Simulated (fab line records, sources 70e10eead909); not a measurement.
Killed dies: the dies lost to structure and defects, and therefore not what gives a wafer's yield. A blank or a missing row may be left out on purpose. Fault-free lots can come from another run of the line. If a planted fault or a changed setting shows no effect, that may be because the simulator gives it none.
Comparing a struck lot with a sound one || flow nandHarc || 14 out of 1159 route steps
Sound: wafers L648.3, L648.5, L648.6. Wafers struck: L655.3, L655.6. The cause comes at the end.
At each step with rows: each side's tool, then ch and its chambers, then its first start. Under that, the readings that differ: sound wafers || struck wafers || difference of the means || sigmas: that difference in standard deviations of wafers without a fault.
alike: a reading whose means differ by less than 2 such deviations, as well as words and numbers matching on both sides. not compared: withheld readings; readings where some wafer has no value; bounds like >300 that might hide an equal value; numbers whose values overlap and for which the record gives no deviation.
The two part at a step that has a row with sigmas, a row that says differs or no value, or rows on one side only. When numbers do not overlap yet have no deviation, they are printed without sigmas and do not part them. Lack of a reading on every wafer of one side parts them only where that side has two or more wafers.

first, 5 steps without rows for these wafers: NHARC_A_STAIRCASE_EBR_05; NHARC_A_STAIRCASE_EXPOSE_06 (exposes mask STAIR); NHARC_A_STAIRCASE_PEB_07 (peb time 130 s); NHARC_A_STAIRCASE_DEVELOP_08 (time 140 s); NHARC_A_STAIRCASE_HARDBAKE_10 (time 140 s).
NHARC_A_STAIRCASE_DESCUM_11: chemistry O2, time 3 s.
  sound on rieDiel-11 ch 0,3, day 11 05:58; struck on rieDiel-11 ch 1,2, day 12 22:06
  alike: drypumpMotorCurrentA, mfcArSccm, oesProductAu, rfVppV, showerheadPlenumPTorr, throttleValvePct
  not compared: rfHoursCounterH
NHARC_A_STAIRCASE_TRIM_12: chemistry O2, time 211.2 s.
  sound on rieDiel-11 ch 0,1, day 11 08:03; struck on rieDiel-11 ch 0,2, day 12 22:13
  alike: drypumpMotorCurrentA, mfcArSccm, oesProductAu, rfVppV, showerheadPlenumPTorr, throttleValvePct
  not compared: rfHoursCounterH
NHARC_A_STAIRCASE_ETCH_13: etches the open film in C4F8/O2, target depth 100 nm, time 40.5 s.
  sound: rieDiel-11 ch 0,1,2; struck: rieDiel-11 ch 0,2
  alike: oesProductAu, rfVppV
  not compared: rfHoursCounterH
NHARC_A_STAIRCASE_TRIM_14: chemistry O2, time 211.2 s.
  sound: rieDiel-11 ch 0,2,3; struck: rieDiel-11 ch 0,1
  alike: drypumpMotorCurrentA, mfcArSccm, oesProductAu, rfVppV, showerheadPlenumPTorr, throttleValvePct
  not compared: rfHoursCounterH
then, 1 step without rows for these wafers: NHARC_A_STAIRCASE_ETCH_15 (etches the open film in C4F8/O2, target depth 100 nm, time 40.5 s).
NHARC_A_STAIRCASE_TRIM_16: chemistry O2, time 211.2 s.
  sound: rieDiel-11 ch 0,2,3; struck: rieDiel-11 ch 0,2
  alike: drypumpMotorCurrentA, mfcArSccm, oesProductAu, rfVppV, showerheadPlenumPTorr, throttleValvePct
  not compared: rfHoursCounterH
NHARC_A_STAIRCASE_ETCH_17: etches the open film in C4F8/O2, target depth 100 nm, time 40.5 s.
  sound on rieDiel-11 ch 0,1,2, day 11 08:47; struck on rieDiel-11 ch 2, day 12 22:51
{"reading": "oesProductAu (a.u.)", "sound": "0.917 0.942 0.935", "struck": "1.085 1.094", "difference": "+0.158", "sigmas": "+11"}
  alike: rfVppV
  not compared: rfHoursCounterH
then, 1 step without rows for these wafers: NHARC_A_STAIRCASE_TRIM_18 (chemistry O2, time 211.2 s).
-- break in the record here, with 8 days between the starts of the struck wafers on either side (left off in module A_STAIRCASE, picked up again in module END, where the first step shown is number 1159 on the route) --
NHARC_END_SORT_01:
  sound on prober-02 ch 0, day 20 06:54; struck on prober-01 ch 0, day 21 10:44
{"reading": "killedAtArray", "sound": "16 15 20", "struck": "660 667", "difference": "+646", "sigmas": "+59"}
{"reading": "killedAtPeriphery", "sound": "7 8 11", "struck": "3 5", "difference": -5, "sigmas": -2}
{"reading": "killedDies", "sound": "23 23 31", "struck": "664 672", "difference": "+642", "sigmas": "+58"}
  alike: killedAtOther, killedOpen, killedShort

WHERE THEY PART
Last at NHARC_END_SORT_01 as far as this record goes, first at NHARC_A_STAIRCASE_ETCH_17.

WHY: the cause the simulator had injected
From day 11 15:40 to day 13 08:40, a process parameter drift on rieDiel-11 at NHARC_A_STAIRCASE_ETCH_17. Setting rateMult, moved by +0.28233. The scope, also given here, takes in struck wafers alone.
